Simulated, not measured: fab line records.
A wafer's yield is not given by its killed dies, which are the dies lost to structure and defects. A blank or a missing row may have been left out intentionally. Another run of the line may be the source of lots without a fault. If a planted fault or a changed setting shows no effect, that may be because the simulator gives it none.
fab line records	flow nand-harc
[record] lots = 12	wafers = 36	last-day = 34
route steps=1302 shown A_M1@1179 END@1302
lots that met no fault: from a run of the same line without faults
start-h: the number of hours between the record's first day and the start of the first shown wafer of the lot	wait-h: how many hours have passed since the lot's step before this one	" repeats the value in the row above	L1.1+2: several wafers, shown together as one row	- either no value or no given start	* or withheld: withheld	< > ~ a bound
route shown NAME@n: a module of which the file shows steps, and the number in the route of the first	usual: average and standard deviation across the fault-free wafers	same: alike in all rows	chamber/n: place in a boat	sites: the reading at each site	_std_site: their standard deviation	_edge_site: the outer-site mean with the inner-site mean subtracted	radius-mm: how far each site lies from the wafer's centre	mask NAME#n: copy n	behind: the most recent tool/chamber to have shaped the wafer	hold: cause of the lot's hold/its duration in hours/its outcome	device: names the non-switching transistor (n, p or np)	end of line: at the end of the route, the tests of the same wafers	where a step has no rows: the recipe by itself	killed: not the wafer's yield, but the dies lost to structure and defects at the first sort	map: a wafer's dies, marking killed ones x, the rest . and places with no die _
set.NAME: the run value of the setting; set.NAME@STEP: its run value at that earlier step	model.NAME: the simulator's own value behind a step, which no gauge read
route steps across a sampled set of lots; one table per step, one row per wafer
services: when a tool's chamber went out of use (start-h, in hours from the record's first day, below 0 if earlier), for how many hours, and the reason
[[steps]]
[step NHARC_A_M1_CD_MEAS_09]
[recipe] target-cd-nm = 120	landing-energy-ev = 500
[usual] cd-nm = 119.9/0.75
lot.wafer	tool	chamber	start-h	wait-h	cd-nm
L312.1	cd-sem-02	0	554.83	-	120.7
L312.2	"	0	"	"	119.7
L312.4	"	0	"	"	119.9
L315.2	cd-sem-01	0	579.55	-	119.1
L315.4	"	0	"	"	119.4
L315.6	"	0	"	"	118.8
L316.1	cd-sem-03	0	583.83	-	119.3
L316.5	"	0	"	"	118.7
L316.6	"	0	"	"	120.8
L318.1	cd-sem-01	0	618.13	-	120.3
L318.3	"	0	"	"	120.0
L318.5	"	0	"	"	120.5
L320.2	cd-sem-02	0	632.01	-	120.2
L320.3	"	0	"	"	119.2
L320.5	"	0	"	"	120.3
L326.4	cd-sem-03	0	713.80	-	121.1
L326.5	"	0	"	"	121.3
L326.6	"	0	"	"	119.7
L327.1	cd-sem-02	0	717.07	-	119.1
L327.3	"	0	"	"	119.1
L327.5	"	0	"	"	120.3
L329.2	cd-sem-03	0	719.85	-	120.3
L329.3	"	0	"	"	119.6
L329.5	"	0	"	"	119.6
L328.2	cd-sem-03	0	723.37	-	120.4
L328.5	"	0	"	"	120.0
L328.6	"	0	"	"	120.4
L331.1	cd-sem-02	0	739.38	-	118.5
L331.4	"	0	"	"	120.2
L331.6	"	0	"	"	119.8
L332.2	cd-sem-03	0	742.26	-	119.8
L332.3	"	0	"	"	120.0
L332.4	"	0	"	"	118.8
L330.1	cd-sem-01	0	764.30	-	120.9
L330.4	"	0	"	"	120.4
L330.6	"	0	"	"	121.8
[step NHARC_A_M1_DEGAS_29]
[recipe] temp-c = 250	time-s = 60
[usual] heater-power-w = 347/37
lot.wafer	tool	chamber	start-h	wait-h	heater-power-w
L312.4	pvd-sputter-03	-	556.09	-	379
L312.2	"	-	"	"	269
L312.1	"	-	"	"	331
L315.2	pvd-sputter-03	-	580.81	-	328
L315.4	"	-	"	"	386
L315.6	"	-	"	"	329
L316.1	pvd-sputter-03	-	585.04	-	266
L316.5	"	-	"	"	263
L316.6	"	-	"	"	342
L318.3	pvd-sputter-03	-	619.41	-	352
L318.1	"	-	"	"	269
L318.5	"	-	"	"	344
L320.2	pvd-sputter-01	-	633.21	-	382
L320.3	"	-	"	"	324
L320.5	"	-	"	"	379
L326.4	pvd-sputter-03	-	715.02	-	323
L326.5	"	-	"	"	356
L326.6	"	-	"	"	274
L327.3	pvd-sputter-01	-	718.29	-	350
L327.1	"	-	"	"	388
L327.5	"	-	"	"	369
L329.2	pvd-sputter-01	-	721.07	-	393
L329.3	"	-	"	"	332
L329.5	"	-	"	"	380
L328.2	pvd-sputter-03	-	724.58	-	270
L328.6	"	-	"	"	355
L328.5	"	-	"	"	272
L331.1	pvd-sputter-03	-	740.59	-	322
L331.4	"	-	"	"	361
L331.6	"	-	"	"	269
L332.3	pvd-sputter-01	-	743.47	-	376
L332.4	"	-	"	"	329
L332.2	"	-	"	"	374
L330.4	pvd-sputter-03	-	765.51	-	274
L330.1	"	-	"	"	323
L330.6	"	-	"	"	357
[step NHARC_A_M1_ECD_22]
[recipe] target-thk-a = 4000	bath-temp-c = 25	material = Cu
[usual] bath-heat-duty-pct = 5.8/0.59	bath-temp-c = 25.01/0.11
lot.wafer	tool	chamber	start-h	wait-h	bath-heat-duty-pct	bath-temp-c
L312.1	ecd-cu-02	0	556.45	-	5.6	25.00
L312.2	"	1	"	"	6.0	25.00
L312.4	"	1	"	"	6.3	24.94
L315.2	ecd-cu-01	1	581.24	-	6.1	24.79
L315.4	"	1	"	"	5.9	24.82
L315.6	"	1	"	"	6.7	24.81
L316.1	ecd-cu-01	1	585.45	-	6.6	25.11
L316.6	"	0	"	"	6.2	25.07
L316.5	"	1	"	"	5.4	25.01
L318.1	ecd-cu-01	0	619.81	-	7.5	24.88
L318.3	"	1	"	"	6.3	25.04
L318.5	"	0	"	"	6.3	25.00
L320.2	ecd-cu-01	0	633.63	-	5.3	25.08
L320.3	"	1	"	"	6.1	25.15
L320.5	"	1	"	"	4.9	25.10
L326.4	ecd-cu-02	1	715.52	-	-	-
L326.6	"	0	"	"	-	-
L326.5	"	1	"	"	-	-
L327.1	ecd-cu-01	0	718.69	-	-	-
L327.3	"	1	"	"	-	-
L327.5	"	0	"	"	-	-
L329.2	ecd-cu-02	0	721.47	-	5.6	24.90
L329.3	"	0	"	"	5.8	24.89
L329.5	"	0	"	"	5.9	24.77
L328.2	ecd-cu-01	0	725.32	-	-	-
L328.5	"	0	"	"	-	-
L328.6	"	1	"	"	-	-
L331.1	ecd-cu-01	0	740.94	-	6.1	25.08
L331.4	"	1	"	"	5.5	24.81
L331.6	"	1	"	"	6.1	24.99
L332.2	ecd-cu-02	0	743.84	-	5.2	25.05
L332.4	"	0	"	"	5.0	25.20
L332.3	"	1	"	"	5.7	25.13
L330.1	ecd-cu-02	0	765.91	-	5.2	24.86
L330.4	"	1	"	"	5.9	25.03
L330.6	"	1	"	"	5.7	24.83
[step NHARC_A_M1_ANNEAL_31]
[recipe] temp-c = 225	time-s = 90
[usual] wafer_temp_C_max = 226.1/0.35
lot.wafer	tool	chamber	start-h	wait-h	wafer_temp_C_max
L312.1	rtp-anneal-01	0	556.83	-	225.6
L312.2	"	0	"	"	226.0
L312.4	"	0	"	"	225.5
L315.2	rtp-anneal-02	0	581.67	0.4	226.0
L315.4	"	0	"	"	226.4
L315.6	"	0	"	"	226.6
L316.1	rtp-anneal-01	0	585.77	-	226.1
L316.5	"	0	"	"	226.1
L316.6	"	0	"	"	225.8
L318.1	rtp-anneal-02	0	620.14	0.3	226.8
L318.3	"	0	"	"	226.6
L318.5	"	0	"	"	226.2
L320.2	rtp-anneal-01	0	634.01	-	225.5
L320.3	"	0	"	"	226.0
L320.5	"	0	"	"	225.6
L326.4	rtp-anneal-01	0	715.90	0.3	226.3
L326.5	"	0	"	"	226.0
L326.6	"	0	"	"	226.0
L327.1	rtp-anneal-01	0	719.01	0.3	225.8
L327.3	"	0	"	"	225.6
L327.5	"	0	"	"	225.9
L329.2	rtp-anneal-01	0	721.85	-	226.3
L329.3	"	0	"	"	226.6
L329.5	"	0	"	"	226.2
L328.2	rtp-anneal-01	0	725.76	0.4	225.8
L328.5	"	0	"	"	225.8
L328.6	"	0	"	"	226.1
L331.1	rtp-anneal-02	0	741.32	-	226.4
L331.4	"	0	"	"	226.8
L331.6	"	0	"	"	226.5
L332.2	rtp-anneal-01	0	744.27	0.4	225.7
L332.3	"	0	"	"	225.9
L332.4	"	0	"	"	226.1
L330.1	rtp-anneal-01	0	766.24	0.3	226.7
L330.4	"	0	"	"	225.9
L330.6	"	0	"	"	226.1
[step NHARC_A_M1_CMP_23]
[recipe] t-overpolish-s = 20	target-thk-nm = 154.34
[usual] motor-current-A = 11.9/1.2	time-to-endpoint-s = 29/4.2
lot.wafer	tool	chamber	start-h	wait-h	motor-current-A	time-to-endpoint-s
L312.1	cmp-01	2	557.17	-	11.5	35
L312.4	"	0	"	"	13.1	32
L312.2	"	1	"	"	9.9	37
L315.4	cmp-01	1	582.00	-	10.2	30
L315.2	"	2	"	"	11.7	32
L315.6	"	0	"	"	13.9	30
L316.1	cmp-03	0	586.20	-	11.4	25
L316.5	"	1	"	"	12.4	26
L316.6	"	2	"	"	11.2	24
L318.3	cmp-03	0	620.49	-	11.0	25
L318.1	"	2	"	"	11.2	23
L318.5	"	0	"	"	11.3	27
L320.2	cmp-03	0	634.33	-	11.4	28
L320.3	"	2	"	"	11.1	25
L320.5	"	3	"	"	11.8	21
L326.4	cmp-01	1	716.17	-	9.5	6
L326.5	"	2	"	"	11.4	4
L326.6	"	3	"	"	12.9	7
L327.1	cmp-01	2	719.36	-	12.2	7
L327.3	"	0	"	"	13.5	4
L327.5	"	2	"	"	11.2	7
L329.3	cmp-02	2	722.17	-	11.4	30
L329.2	"	3	"	"	11.6	28
L329.5	"	1	"	"	13.6	27
L328.2	cmp-01	3	726.14	-	12.1	6
L328.6	"	0	"	"	14.0	6
L328.5	"	1	"	"	9.7	6
L331.1	cmp-02	3	741.69	-	12.0	26
L331.4	"	1	"	"	14.0	27
L331.6	"	3	"	"	12.0	26
L332.2	cmp-01	0	744.56	-	13.8	31
L332.3	"	1	"	"	10.2	30
L332.4	"	2	"	"	11.2	32
L330.1	cmp-01	3	766.64	-	12.5	31
L330.4	"	0	"	"	13.5	32
L330.6	"	1	"	"	9.8	28
[step NHARC_A_M1_THK_MEAS_24]
[recipe] thk-meas-gauge = xrf
[usual] thk-nm = 154.6/1.8
lot.wafer	tool	chamber	start-h	wait-h	thk-nm
L312.1	film-metro-01	-	557.49	-	155.0
L312.2	"	-	"	"	156.3
L312.4	"	-	"	"	156.2
L315.2	film-metro-02	-	582.28	-	154.2
L315.4	"	-	"	"	155.0
L315.6	"	-	"	"	155.2
L316.1	film-metro-01	-	586.43	-	153.5
L316.5	"	-	"	"	153.5
L316.6	"	-	"	"	153.4
L318.1	film-metro-02	-	620.80	-	153.8
L318.3	"	-	"	"	153.5
L318.5	"	-	"	"	153.8
L320.2	film-metro-01	-	634.61	-	154.2
L320.3	"	-	"	"	152.2
L320.5	"	-	"	"	150.5
L326.4	film-metro-02	-	716.41	-	31.2
L326.5	"	-	"	"	30.2
L326.6	"	-	"	"	30.6
L327.1	film-metro-02	-	719.68	-	30.2
L327.3	"	-	"	"	28.7
L327.5	"	-	"	"	29.2
L329.2	film-metro-02	-	722.45	-	153.6
L329.3	"	-	"	"	154.2
L329.5	"	-	"	"	151.4
L328.2	film-metro-01	-	726.37	-	31.9
L328.5	"	-	"	"	29.0
L328.6	"	-	"	"	30.0
L331.1	film-metro-01	-	741.98	-	152.6
L331.4	"	-	"	"	153.5
L331.6	"	-	"	"	150.0
L332.2	film-metro-02	-	744.88	-	158.4
L332.3	"	-	"	"	155.4
L332.4	"	-	"	"	156.0
L330.1	film-metro-02	-	766.90	-	155.7
L330.4	"	-	"	"	156.0
L330.6	"	-	"	"	156.3
[step NHARC_END_SORT_01]
[recipe] temp-c = 25
[usual] defect-limited-yield = 90/4.1	killed-at-array = 63/27	killed-at-other = 0.7/1.2	killed-at-periphery = 3.1/2	killed-dies = 67/28	killed-open = 3.0/1.9	killed-short = 2.2/1.5
[same] gross-dies = 677
lot.wafer	tool	chamber	start-h	wait-h	defect-limited-yield[%]	killed-at-array	killed-at-other	killed-at-periphery	killed-dies	killed-open	killed-short
L312.1	prober-02	0	589.78	2.5	87	84	0	4	88	3	1
L312.2	prober-02	0	590.58	2.8	89	74	0	3	77	2	2
L312.4	prober-02	0	592.18	3.4	86	91	0	4	95	10	2
L315.2	prober-02	0	616.52	2.8	96	21	0	6	27	3	3
L315.4	prober-02	0	618.10	3.4	96	23	0	1	24	3	1
L315.6	prober-02	0	619.68	4.0	97	20	1	2	23	3	2
L316.1	prober-01	0	623.19	2.5	84	100	0	6	106	6	4
L316.5	prober-01	0	626.34	3.7	83	117	0	1	118	5	0
L316.6	prober-01	0	627.13	3.9	82	118	3	3	124	6	6
L318.1	prober-01	0	654.09	2.5	89	71	4	1	76	3	1
L318.3	prober-01	0	655.69	3.1	88	74	6	2	82	1	4
L318.5	prober-01	0	657.30	3.7	90	63	5	2	70	4	0
L320.2	prober-01	0	670.33	2.8	91	55	2	4	61	2	3
L320.3	prober-01	0	671.13	3.1	91	56	2	6	64	4	2
L320.5	prober-01	0	672.72	3.7	90	62	3	6	71	3	4
L327.1	prober-01	0	749.84	2.5	0	673	0	4	677	1	2
L327.3	prober-01	0	751.43	3.1	0	674	1	2	677	0	1
L327.5	prober-01	0	753.02	3.7	0	674	0	3	677	2	0
L326.4	prober-02	0	752.17	3.4	0	673	0	4	677	6	1
L326.5	prober-02	0	752.97	3.7	0	673	0	4	677	1	4
L326.6	prober-02	0	753.77	4.0	0	672	0	5	677	2	5
L329.2	prober-01	0	766.00	2.8	94	37	0	2	39	7	1
L329.3	prober-01	0	766.80	3.1	95	27	0	5	32	7	1
L329.5	prober-01	0	768.39	3.7	95	28	1	2	31	5	0
L328.2	prober-02	0	772.34	2.8	0	671	1	5	677	4	4
L328.5	prober-02	0	774.74	3.7	0	676	0	1	677	3	2
L328.6	prober-02	0	775.54	4.0	0	676	1	0	677	2	4
L331.1	prober-01	0	781.68	2.5	91	61	0	1	62	3	1
L331.4	prober-01	0	784.08	3.4	90	67	2	1	70	3	4
L331.6	prober-01	0	785.68	4.0	90	63	1	5	69	3	3
L332.2	prober-02	0	791.80	2.8	94	34	4	5	43	2	2
L332.3	prober-02	0	792.60	3.1	95	33	1	2	36	3	1
L332.4	prober-02	0	793.39	3.4	94	39	0	4	43	3	2
L330.1	prober-01	0	808.95	2.5	94	40	0	3	43	1	1
L330.4	prober-01	0	811.33	3.4	91	51	0	7	58	6	1
L330.6	prober-01	0	812.93	4.0	93	40	0	5	45	1	2
// killed by level:class
L312.1 A_CHANNEL_HOLE_D1:chamber-film-flake=30 A_SLIT:chamber-film-flake=30 A_CHANNEL_HOLE_D2:chamber-film-flake=12 A_CONTACT:chamber-film-flake=6 P_STI:chamber-film-flake=2 A_STAIRCASE:chamber-film-flake=2 P_M0:geometric-particle:open=1 A_CHANNEL_FILL_D2:geometric-particle:short=1
L312.2 A_SLIT:chamber-film-flake=30 A_CHANNEL_HOLE_D1:chamber-film-flake=27 A_CHANNEL_HOLE_D2:chamber-film-flake=9 A_CONTACT:chamber-film-flake=3 P_M2:chamber-film-flake=2 P_CONTACT:geometric-particle:open=1 A_ONON_D1:geometric-particle:short=1 A_ONON_D2:geometric-particle:short=1
L312.4 A_CHANNEL_HOLE_D1:chamber-film-flake=37 A_SLIT:chamber-film-flake=30 A_CHANNEL_HOLE_D2:chamber-film-flake=6 A_DECK1_JOINT:geometric-particle:open=3 A_CONTACT:chamber-film-flake=3 P_M0:geometric-particle:open=1 A_CHANNEL_HOLE_D1:geometric-particle:open=1 A_CHANNEL_FILL_D1:geometric-particle:open=1
L315.2 A_CHANNEL_HOLE_D2:chamber-film-flake=9 A_CONTACT:chamber-film-flake=5 P_BONDPAD:chamber-film-flake=3 A_WL_FILL:geometric-particle:short=2 A_CHANNEL_HOLE_D1:chamber-film-flake=2 P_CONTACT:geometric-particle:short=1 P_M0:geometric-particle:open=1 A_CHANNEL_FILL_D2:geometric-particle:open=1
L315.4 A_CHANNEL_HOLE_D2:chamber-film-flake=11 A_SLIT:chamber-film-flake=3 A_M0:geometric-particle:open=2 A_STAIRCASE:chamber-film-flake=2 A_BONDPAD:chamber-film-flake=2 A_ONON_D1:geometric-particle:short=1 A_WL_FILL:geometric-particle:open=1 P_BONDPAD:chamber-film-flake=1
L315.6 A_CHANNEL_HOLE_D2:chamber-film-flake=7 A_CHANNEL_HOLE_D1:chamber-film-flake=5 A_CONTACT:chamber-film-flake=3 A_BONDPAD:chamber-film-flake=2 P_CONTACT:geometric-particle:open=1 P_M0:geometric-particle:open=1 A_ONON_D1:geometric-particle:short=1 A_DECK1_JOINT:geometric-particle:short=1
L316.1 A_SLIT:chamber-film-flake=35 A_CHANNEL_HOLE_D2:chamber-film-flake=25 A_CHANNEL_HOLE_D1:chamber-film-flake=15 A_CONTACT:chamber-film-flake=7 A_STAIRCASE:chamber-film-flake=5 A_ONON_D2:geometric-particle:short=3 P_BONDPAD:chamber-film-flake=3 A_WL_FILL:chamber-film-flake=3
L316.5 A_SLIT:chamber-film-flake=34 A_CHANNEL_HOLE_D2:chamber-film-flake=33 A_CHANNEL_HOLE_D1:chamber-film-flake=32 A_WL_FILL:chamber-film-flake=5 A_CONTACT:chamber-film-flake=5 A_STAIRCASE:chamber-film-flake=3 A_SOURCE_PLATE:geometric-particle:open=1 A_DECK1_JOINT:geometric-particle:open=1
L316.6 A_CHANNEL_HOLE_D2:chamber-film-flake=35 A_SLIT:chamber-film-flake=29 A_CHANNEL_HOLE_D1:chamber-film-flake=28 A_CONTACT:chamber-film-flake=10 A_ONON_D2:geometric-particle:short=3 THIN_TSV:chamber-film-flake=3 A_M0:geometric-particle:open=2 A_STAIRCASE:chamber-film-flake=2
L318.1 A_SLIT:chamber-film-flake=34 A_CHANNEL_HOLE_D2:chamber-film-flake=14 A_CHANNEL_HOLE_D1:chamber-film-flake=5 A_STAIRCASE:chamber-film-flake=4 A_WL_FILL:chamber-film-flake=4 A_CONTACT:chamber-film-flake=4 THIN_TSV:chamber-film-flake=4 A_ONON_D1:geometric-particle:open=1
L318.3 A_SLIT:chamber-film-flake=35 A_CHANNEL_HOLE_D2:chamber-film-flake=13 A_CHANNEL_HOLE_D1:chamber-film-flake=6 A_WL_FILL:chamber-film-flake=6 THIN_TSV:chamber-film-flake=4 A_CHANNEL_FILL_D1:chamber-film-flake=3 A_STAIRCASE:chamber-film-flake=3 A_CONTACT:chamber-film-flake=2
L318.5 A_SLIT:chamber-film-flake=33 A_CHANNEL_HOLE_D2:chamber-film-flake=12 A_CHANNEL_HOLE_D1:chamber-film-flake=6 THIN_TSV:chamber-film-flake=5 A_STAIRCASE:chamber-film-flake=4 P_ZERO_WELL:chamber-film-flake=2 A_WL_FILL:chamber-film-flake=2 A_CONTACT:chamber-film-flake=2
L320.2 A_SLIT:chamber-film-flake=28 A_CHANNEL_HOLE_D2:chamber-film-flake=10 A_CHANNEL_HOLE_D1:chamber-film-flake=7 A_CHANNEL_FILL_D2:chamber-film-flake=2 A_STAIRCASE:chamber-film-flake=2 A_ONON_D1:geometric-particle:open=1 A_ONON_D2:geometric-particle:short=1 A_WL_FILL:geometric-particle:open=1
L320.3 A_SLIT:chamber-film-flake=26 A_CHANNEL_HOLE_D2:chamber-film-flake=12 A_CHANNEL_HOLE_D1:chamber-film-flake=7 A_STAIRCASE:chamber-film-flake=3 A_WL_FILL:geometric-particle:open=2 P_CONTACT:chamber-film-flake=2 A_CHANNEL_FILL_D2:chamber-film-flake=2 THIN_TSV:chamber-film-flake=2
L320.5 A_SLIT:chamber-film-flake=34 A_CHANNEL_HOLE_D2:chamber-film-flake=12 A_CHANNEL_HOLE_D1:chamber-film-flake=4 P_CONTACT:chamber-film-flake=3 A_CHANNEL_FILL_D1:chamber-film-flake=3 A_CONTACT:chamber-film-flake=3 A_CHANNEL_FILL_D2:chamber-film-flake=2 THIN_TSV:chamber-film-flake=2
L327.1 A_M1:area-ecd=613 A_SLIT:chamber-film-flake=34 A_CHANNEL_HOLE_D1:chamber-film-flake=10 A_CONTACT:chamber-film-flake=10 A_DECK1_JOINT:chamber-film-flake=2 P_M0:geometric-particle:short=1 A_ONON_D2:geometric-particle:open=1 A_CHANNEL_FILL_D2:geometric-particle:short=1
L327.3 A_M1:area-ecd=626 A_SLIT:chamber-film-flake=23 A_CHANNEL_HOLE_D1:chamber-film-flake=12 A_CONTACT:chamber-film-flake=12 P_STI:chamber-film-flake=2 A_M0:geometric-particle:short=1 THIN_TSV:chamber-film-flake=1
L326.4 A_M1:area-ecd=627 A_SLIT:chamber-film-flake=22 A_SGD_CUT:chamber-film-flake=10 A_CHANNEL_HOLE_D1:chamber-film-flake=8 P_M0:geometric-particle:open=2 P_CONTACT:geometric-particle:open=1 P_M0:geometric-particle:short=1 A_ONON_D1:geometric-particle:open=1
L326.5 A_M1:area-ecd=624 A_SLIT:chamber-film-flake=29 A_CHANNEL_HOLE_D1:chamber-film-flake=10 A_SGD_CUT:chamber-film-flake=6 P_STI:chamber-film-flake=2 P_M0:geometric-particle:short=1 P_M2:geometric-particle:short=1 A_DECK1_JOINT:geometric-particle:short=1
L327.5 A_M1:area-ecd=630 A_SLIT:chamber-film-flake=21 A_CHANNEL_HOLE_D1:chamber-film-flake=8 A_CONTACT:chamber-film-flake=6 A_ZERO_WELL:chamber-film-flake=4 A_STAIRCASE:chamber-film-flake=2 A_DECK1_JOINT:geometric-particle:open=1 A_M0:geometric-particle:open=1
L326.6 A_M1:area-ecd=622 A_SLIT:chamber-film-flake=31 A_CHANNEL_HOLE_D1:chamber-film-flake=9 A_SGD_CUT:chamber-film-flake=3 P_M0:geometric-particle:short=2 P_STI:chamber-film-flake=2 P_M0:geometric-particle:open=1 A_CHANNEL_FILL_D1:geometric-particle:short=1
L329.2 A_CHANNEL_HOLE_D1:chamber-film-flake=17 A_SLIT:chamber-film-flake=8 A_DECK1_JOINT:chamber-film-flake=3 A_CONTACT:chamber-film-flake=3 A_ONON_D2:geometric-particle:open=2 P_CONTACT:geometric-particle:open=1 P_M1:geometric-particle:open=1 A_CHANNEL_FILL_D1:geometric-particle:short=1
L329.3 A_CHANNEL_HOLE_D1:chamber-film-flake=11 A_SLIT:chamber-film-flake=5 P_M0:geometric-particle:open=2 P_M2:chamber-film-flake=2 A_STAIRCASE:chamber-film-flake=2 A_ONON_D1:geometric-particle:open=1 A_ONON_D2:geometric-particle:open=1 A_WL_FILL:geometric-particle:open=1
L329.5 A_CHANNEL_HOLE_D1:chamber-film-flake=16 A_SLIT:chamber-film-flake=5 P_M0:geometric-particle:open=2 A_STAIRCASE:chamber-film-flake=2 A_CHANNEL_FILL_D1:geometric-particle:open=1 A_SGD_CUT:geometric-particle:open=1 STARTING-WAFER:geometric-particle:open=1 A_CHANNEL_HOLE_D2:chamber-film-flake=1
L328.2 A_M1:area-ecd=581 A_CHANNEL_HOLE_D1:chamber-film-flake=29 A_SLIT:chamber-film-flake=28 A_CHANNEL_HOLE_D2:chamber-film-flake=18 A_CONTACT:chamber-film-flake=6 P_STI:chamber-film-flake=3 A_ZERO_WELL:chamber-film-flake=3 P_M0:geometric-particle:open=2
L328.5 A_M1:area-ecd=579 A_SLIT:chamber-film-flake=34 A_CHANNEL_HOLE_D1:chamber-film-flake=31 A_CHANNEL_HOLE_D2:chamber-film-flake=18 A_CONTACT:chamber-film-flake=6 A_ZERO_WELL:chamber-film-flake=3 A_CHANNEL_FILL_D1:geometric-particle:open=1 A_DECK1_JOINT:geometric-particle:short=1
L328.6 A_M1:area-ecd=587 A_SLIT:chamber-film-flake=26 A_CHANNEL_HOLE_D1:chamber-film-flake=25 A_CHANNEL_HOLE_D2:chamber-film-flake=22 A_CONTACT:chamber-film-flake=6 A_ONON_D1:geometric-particle:short=2 A_ZERO_WELL:chamber-film-flake=2 A_SOURCE_PLATE:geometric-particle:short=1
L331.1 A_CHANNEL_HOLE_D2:chamber-film-flake=26 A_SLIT:chamber-film-flake=24 A_CONTACT:chamber-film-flake=3 A_ZERO_WELL:chamber-film-flake=2 A_STAIRCASE:chamber-film-flake=2 A_DECK1_JOINT:geometric-particle:short=1 A_DECK1_JOINT:geometric-particle:open=1 A_ONON_D2:geometric-particle:open=1
L331.4 A_SLIT:chamber-film-flake=30 A_CHANNEL_HOLE_D2:chamber-film-flake=18 A_CONTACT:chamber-film-flake=6 A_STAIRCASE:chamber-film-flake=3 A_CHANNEL_FILL_D1:chamber-film-flake=2 A_CHANNEL_HOLE_D1:geometric-particle:open=1 A_CHANNEL_FILL_D1:geometric-particle:short=1 A_ONON_D2:geometric-particle:short=1
L331.6 A_SLIT:chamber-film-flake=27 A_CHANNEL_HOLE_D2:chamber-film-flake=19 A_CONTACT:chamber-film-flake=12 P_CONTACT:chamber-film-flake=2 P_GATE:geometric-particle:open=1 P_M2:geometric-particle:open=1 P_BONDPAD:geometric-particle:short=1 A_CHANNEL_FILL_D1:geometric-particle:short=1
L332.2 A_CHANNEL_HOLE_D1:chamber-film-flake=21 P_BONDPAD:chamber-film-flake=4 A_SLIT:chamber-film-flake=4 THIN_TSV:chamber-film-flake=4 A_STAIRCASE:chamber-film-flake=3 P_CONTACT:geometric-particle:short=1 A_ONON_D1:geometric-particle:open=1 A_WL_FILL:geometric-particle:short=1
L332.3 A_CHANNEL_HOLE_D1:chamber-film-flake=12 A_SLIT:chamber-film-flake=9 A_CONTACT:chamber-film-flake=5 A_CHANNEL_HOLE_D2:chamber-film-flake=2 A_STAIRCASE:chamber-film-flake=2 P_CONTACT:geometric-particle:open=1 P_BONDPAD:geometric-particle:open=1 A_CHANNEL_HOLE_D1:geometric-particle:short=1
L332.4 A_CHANNEL_HOLE_D1:chamber-film-flake=19 A_SLIT:chamber-film-flake=8 A_CONTACT:chamber-film-flake=3 A_CHANNEL_FILL_D1:chamber-film-flake=2 A_STAIRCASE:chamber-film-flake=2 P_M0:geometric-particle:short=1 P_M0:geometric-particle:open=1 A_SOURCE_PLATE:geometric-particle:short=1
L330.1 A_CHANNEL_HOLE_D1:chamber-film-flake=19 A_SLIT:chamber-film-flake=7 A_CHANNEL_HOLE_D2:chamber-film-flake=3 A_CONTACT:chamber-film-flake=3 A_SGD_CUT:chamber-film-flake=2 A_ONON_D1:geometric-particle:short=1 A_M0:geometric-particle:open=1 P_ZERO_WELL:chamber-film-flake=1
L330.4 A_CHANNEL_HOLE_D1:chamber-film-flake=27 A_SLIT:chamber-film-flake=8 A_CONTACT:chamber-film-flake=5 P_CONTACT:geometric-particle:open=4 A_CHANNEL_HOLE_D2:chamber-film-flake=3 A_CONTACT:geometric-particle:short=1 A_M0:geometric-particle:open=1 A_M1:geometric-particle:open=1
L330.6 A_CHANNEL_HOLE_D1:chamber-film-flake=17 A_SLIT:chamber-film-flake=6 P_ZERO_WELL:chamber-film-flake=4 A_CONTACT:chamber-film-flake=4 A_CHANNEL_FILL_D1:chamber-film-flake=3 A_CHANNEL_HOLE_D2:chamber-film-flake=3 A_STAIRCASE:chamber-film-flake=2 A_ONON_D1:geometric-particle:short=1
[[services]]
tool	chamber	start-h	hours	kind
cmp-03	-	552.29	2.8	repair
cmp-01	-	561.35	0.3	repair
cmp-03	-	567.67	1.3	repair
pvd-sputter-03	-	570.01	1.0	repair
cmp-03	-	570.98	0.5	repair
cmp-01	-	577.81	4.0	pm
pvd-sputter-01	-	582.00	10.0	pm
cmp-03	-	582.75	0.6	repair
ecd-cu-02	-	596.00	8.0	pm
cmp-01	-	613.43	0.4	repair
ecd-cu-02	-	621.80	0.3	repair
cmp-03	-	631.52	0.5	repair
cmp-03	-	655.02	4.0	pm
cmp-01	-	661.25	3.6	repair
cmp-01	-	675.81	4.0	pm
ecd-cu-01	-	679.95	3.1	repair
pvd-sputter-03	-	680.47	1.1	repair
ecd-cu-01	-	688.00	8.0	pm
pvd-sputter-03	-	704.00	10.0	pm
ecd-cu-02	-	716.43	1.0	repair
ecd-cu-02	-	723.90	1.5	repair
pvd-sputter-03	-	725.80	8.4	repair
rtp-anneal-02	-	744.00	12.0	pm
pvd-sputter-01	-	760.00	10.0	pm
[[key]]
[first-sign] step = NHARC_A_M1_ECD_22	reading = tool-record	direction = missing
[effect] step = NHARC_A_M1_CMP_23	reading = time-to-endpoint-s	direction = down	sigmas = 5.6	usual = *	struck = *
[effect] step = NHARC_A_M1_THK_MEAS_24	reading = thk-nm	direction = down	sigmas = 71	usual = 154.6	struck = 30.1
[effect] step = NHARC_END_SORT_01	reading = killed-at-array	direction = up	sigmas = 22	usual = 63	struck = 674
[more-kills-born-at] NHARC_A_M1_ECD_22@ecd-cu-01 = 3616	NHARC_A_M1_ECD_22@ecd-cu-02 = 1873
met-at NHARC_A_M1_ECD_22
struck-lots L326,L327,L328
later-rows-left-out L326.4,L326.5,L326.6,L327.1,L327.3,L327.5,L328.2,L328.5,L328.6
not-acting-at NHARC_A_M1_CD_MEAS_09,NHARC_A_M1_DEGAS_29,NHARC_A_M1_ANNEAL_31
onset-between 633.63 715.52
[fault] kind = skipped-step-whole	tool = ecd-cu-01,ecd-cu-02	chamber = -	onset-h = 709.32	steps = NHARC_A_M1_ECD_22	scope = struck-lots-only
// later-rows-left-out: the simulator's readings of these wafers behind a module that went badly wrong aren't trusted and aren't shown, but for the sort
